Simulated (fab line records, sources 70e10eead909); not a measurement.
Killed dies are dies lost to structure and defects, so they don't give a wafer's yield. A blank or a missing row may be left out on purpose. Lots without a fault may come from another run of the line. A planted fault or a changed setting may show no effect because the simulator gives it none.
Chamber matching | flow nand_harc | NHARC_P_GATE_DESCUM_13 on rie_diel-08: 4 sister chambers
The step chemistry O2, time 3 s. 4 wafers are shown with their chamber, then 12 later ones without.

WAFERS WITH THEIR CHAMBER
wafer  | chamber | showerhead_plenum_p_Torr (Torr)
L086.1 | 2       | 1.94
L086.5 | 1       | 1.93
L089.5 | 3       | 2.06
L089.6 | 0       | 1.95

WAFERS WITHOUT THEIR CHAMBER
wafer  | showerhead_plenum_p_Torr (Torr)
L091.2 | 1.93
L091.4 | 2.06
L091.6 | 1.92
L092.2 | 1.92
L092.4 | 1.93
L092.6 | 1.95
L094.2 | 1.95
L094.5 | 1.92
L094.6 | 2.06
L093.1 | 1.95
L093.2 | 2.06
L093.6 | 1.92

WHICH CHAMBER EACH WENT THROUGH
wafer  | from the rows above     | in truth
L091.2 | can't be placed: 1 or 2 | 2
L091.4 | 3                       | 3
L091.6 | can't be placed: 1 or 2 | 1
L092.2 | can't be placed: 1 or 2 | 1
L092.4 | can't be placed: 1 or 2 | 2
L092.6 | can't be placed: 0 or 2 | 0
L094.2 | can't be placed: 0 or 2 | 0
L094.5 | can't be placed: 1 or 2 | 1
L094.6 | 3                       | 3
L093.1 | can't be placed: 0 or 2 | 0
L093.2 | 3                       | 3
L093.6 | can't be placed: 1 or 2 | 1
Placed correctly: 3 of 12. Can't be placed from these rows: 9 (the true chamber is among the candidates in 9). Placed wrongly: 0.
How it was worked out, from the rows above alone: a wafer's distance from a chamber is the root of the sum, over the readings, of the square of ((its reading less the chamber's mean) divided by the reading's scatter). The wafer belongs to the nearest chamber; if the next one is less than 2 further off, it can't be placed. A chamber's mean is the mean of its shown wafers. The scatter: with one shown wafer a chamber, the root of the mean of the squares of how far each hidden wafer lies from its nearest shown one.
